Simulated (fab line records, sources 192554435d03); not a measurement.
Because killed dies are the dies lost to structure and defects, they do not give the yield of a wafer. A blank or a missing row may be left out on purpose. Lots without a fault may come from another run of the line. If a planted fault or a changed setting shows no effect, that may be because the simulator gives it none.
Matching of chambers + flow n5 finfet + rie diel-02 running N5_BEOL_M0_SAQP_DESCUM_19: 4 sister chambers
The step chemistry O2, time 7.9 s. 4 wafers are shown with their chamber, then 9 later ones without.

## WAFERS, EACH WITH ITS CHAMBER
| wafer  | chamber | showerhead plenum p Torr (Torr) |
|--------|---------|---------------------------------|
| L079.3 | 1       | 2.10                            |
| L086.1 | 2       | 2.12                            |
| L086.2 | 0       | 2.07                            |
| L086.5 | 3       | 2.22                            |

## WAFERS WITH NO CHAMBER GIVEN
| wafer  | showerhead plenum p Torr (Torr) |
|--------|---------------------------------|
| L091.4 | 2.12                            |
| L091.5 | 2.06                            |
| L091.6 | 2.22                            |
| L092.1 | 2.22                            |
| L092.2 | 2.06                            |
| L092.4 | 2.10                            |
| L094.1 | 2.11                            |
| L094.3 | 2.09                            |
| L094.6 | 2.11                            |

## WHICH CHAMBER EACH ONE RAN IN
| wafer  | from the rows above     | in truth |
|--------|-------------------------|----------|
| L091.4 | 2                       | 2        |
| L091.5 | 0                       | 0        |
| L091.6 | 3                       | 3        |
| L092.1 | 3                       | 3        |
| L092.2 | 0                       | 0        |
| L092.4 | 1                       | 1        |
| L094.1 | can't be placed: 1 or 2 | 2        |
| L094.3 | can't be placed: 1 or 0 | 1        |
| L094.6 | can't be placed: 1 or 2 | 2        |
Correctly placed: 6 of 9. From these rows, 3 cannot be placed; in 3 the true chamber is one of the candidates. Placed wrongly: 0.
How it was worked out, from the rows above alone: a wafer's distance from a chamber is the root of the sum, over the readings, of the square of ((its reading less the chamber's mean) divided by the reading's scatter). If the next closest chamber is less than 2 further off than the closest, the wafer can't be placed; otherwise it belongs to the closest. A chamber's mean is the mean of its shown wafers. The scatter (one wafer shown for each chamber): square how far every hidden wafer sits from the nearest shown wafer, average those squares and take the square root.
